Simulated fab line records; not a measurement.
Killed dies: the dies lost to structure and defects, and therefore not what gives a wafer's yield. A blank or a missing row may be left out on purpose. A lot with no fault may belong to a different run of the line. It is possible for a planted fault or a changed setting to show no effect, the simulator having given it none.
A lot that was struck, set against a sound lot || flow nand-harc || 40 out of 1302 route steps
Sound: these wafers, L135.2, L135.3, L135.5. The struck wafers were L134.3, L134.4, L134.6. At the end, the cause is stated.
At each step with rows: each side's tool, then ch and its chambers, then its first start. Under that, the readings that differ: sound wafers || struck wafers || difference of the means || sigmas: that difference in standard deviations of wafers without a fault.
alike: readings whose means differ by less than 2 such deviations, and words and numbers that are the same on both sides. not compared: withheld readings, readings that some wafer has no value for, bounds like >300 that may hide the same value, and numbers for which the record gives no deviation and whose values overlap.
Wherever a step has rows on one side only, a row that says differs or no value, or a row with sigmas, the two part there. Non-overlapping numbers with no deviation appear without sigmas and do not part them. A reading missing from all wafers of one side parts the sides only when that side holds two or more wafers.

first, 1 step without rows for these wafers: NHARC_P_CONTACT_DEVELOP_11 (develop time 35 s).
NHARC_P_CONTACT_CD_MEAS_12: target cd 90 nm.
  sound on cd-sem-03 ch 0, day 11 03:33; struck on cd-sem-01 ch 0, day 10 19:36
  alike: cd-nm
NHARC_P_CONTACT_OVL_MEAS_13:
  struck on overlay-01, day 10 19:41; sound on overlay-01, day 11 03:38
  alike: overlay-x-nm, overlay-y-nm
NHARC_P_CONTACT_INSPECT_14:
  struck on defect-inspect-01, day 10 19:43; sound on defect-inspect-01, day 11 03:40
  alike: raw-defect-count
then, 2 steps without rows for these wafers: NHARC_P_CONTACT_DESCUM_17 (chemistry O2, time 3 s); NHARC_P_CONTACT_ETCH_35 (etches the open film in CF4, target depth 39 nm, time 65 s).
NHARC_P_CONTACT_ETCH_36: etches the open film in N2/H2, target depth 260 nm, time 406.25 s.
  sound on rie-diel-06 ch 0,2,3; struck on rie-diel-01 ch 1,2
  alike: drypump-motor-current-A, oes-product-au, rf-vpp-V, showerhead-plenum-p-Torr, throttle-valve-pct
  not compared: rf-hours-counter-h
then, 3 steps without rows for these wafers: NHARC_P_CONTACT_ETCH_18 (etches the open film in C4F8/O2/Ar, target depth 481 nm, time 240.5 s); NHARC_P_CONTACT_STRIP_37 (strips in C4F8/O2/Ar); NHARC_P_CONTACT_ETCH_31 (etches the open film in CH3F/O2, target depth 30 nm, time 85.7 s).
NHARC_P_CONTACT_CD_MEAS_19:
  struck on cd-sem-01, day 10 20:40; sound on cd-sem-01, day 11 04:36
  alike: cd-nm
then, 1 step without rows for these wafers: NHARC_P_CONTACT_STRIP_28 (strips in O2).
NHARC_P_CONTACT_STRIP_29: strips in post etch residue remover, time 1200 s.
  sound on wet-bench-09 ch 1,2,6, day 11 04:52; struck on wet-bench-07 ch 2,3,4, day 10 20:55
NHARC_P_CONTACT_DEGAS_38: time 60 s.
  struck on pvd-sputter-02, day 10 21:22; sound on pvd-sputter-03, day 11 05:19
  alike: heater-power-w
then, 1 step without rows for these wafers: NHARC_P_CONTACT_PRE_CLEAN_39 (time 19.5 s).
NHARC_P_CONTACT_PVD_32: deposits Ti, target thk 5 nm, time 17.7 s.
  sound on pvd-sputter-03; struck on pvd-sputter-02
  alike: cathode-dc-power-W, throttle-valve-pct
then, 1 step without rows for these wafers: NHARC_P_CONTACT_ALD_22 (deposits TiN, target thk 3 nm, pulse time 1 s, ald cycles 150).
NHARC_P_CONTACT_CVD_23: deposits W, target thk 200 nm, time 557 s.
  sound on cvd-w-01 ch 1; struck on cvd-w-02 ch 0,1
  alike: heater-power-w, throttle-valve-pct
then, 12 steps without rows for these wafers: NHARC_P_CONTACT_CMP_24 (polishes, t overpolish 30 s, target thk 200 nm); NHARC_P_CONTACT_SRD_26; NHARC_P_M0_DEP_00 (deposits SiOC, target thk 150 nm); NHARC_P_M0_DEHYDRATE_01 (time 120 s); NHARC_P_M0_HMDS_02 (time 30 s); NHARC_P_M0_COAT_33 (time 65 s); NHARC_P_M0_COAT_03 (resist thk 90 nm); NHARC_P_M0_SOFTBAKE_04 (time 55 s); NHARC_P_M0_EBR_05; NHARC_P_M0_EXPOSE_06 (exposes mask P M0, target cd 90 nm); NHARC_P_M0_PEB_07 (peb time 65 s); NHARC_P_M0_DEVELOP_08 (develop time 35 s).
NHARC_P_M0_CD_MEAS_09: target cd 90 nm.
  sound on cd-sem-03 ch 0, day 11 07:42; struck on cd-sem-02 ch 0, day 11 00:01
  alike: cd-nm
NHARC_P_M0_OVL_MEAS_10: pitch 180 nm.
  struck on overlay-01, day 11 00:06; sound on overlay-01, day 11 07:47
  alike: overlay-x-nm, overlay-y-nm
then, 2 steps without rows for these wafers: NHARC_P_M0_DESCUM_14 (chemistry O2, time 3 s); NHARC_P_M0_ETCH_34 (etches the open film in N2/H2, target depth 40 nm, overetch 12 nm, time 43.94 s).
NHARC_P_M0_ETCH_15: etches the open film in C4F8/Ar, target depth 150 nm, overetch 15 nm, time 82.5 s.
  sound on rie-diel-03 ch 0,1,3; struck on rie-diel-02 ch 0,2
{"reading": "oes-product-au (a.u.)", "sound": "0.931 0.923 0.928", "struck": "0.968 0.990 0.962", "difference": "+0.046", "sigmas": "+2"}
  alike: rf-vpp-V
  not compared: rf-hours-counter-h
NHARC_P_M0_CD_MEAS_16:
  struck on cd-sem-02, day 11 00:31; sound on cd-sem-03, day 11 08:17
  alike: cd-nm
then, 3 steps without rows for these wafers: NHARC_P_M0_STRIP_18 (strips in N2/H2); NHARC_P_M0_STRIP_19 (strips in post etch residue remover, time 600 s); NHARC_P_M0_DEGAS_28 (time 60 s).
-- jump in the record: it breaks off in module P_M0 and resumes in module END (first step shown: number 1302 of the route), and 19 days separate the struck wafers' starts before and after --
NHARC_END_SORT_01:
  the record has rows for the struck wafers here (prober-01 ch 0, day 29 19:43) and none for the sound ones

## WHERE THEY PART
Earliest at NHARC_P_M0_ETCH_15; latest, in this record, at NHARC_END_SORT_01.

WHY: what the simulator had put in
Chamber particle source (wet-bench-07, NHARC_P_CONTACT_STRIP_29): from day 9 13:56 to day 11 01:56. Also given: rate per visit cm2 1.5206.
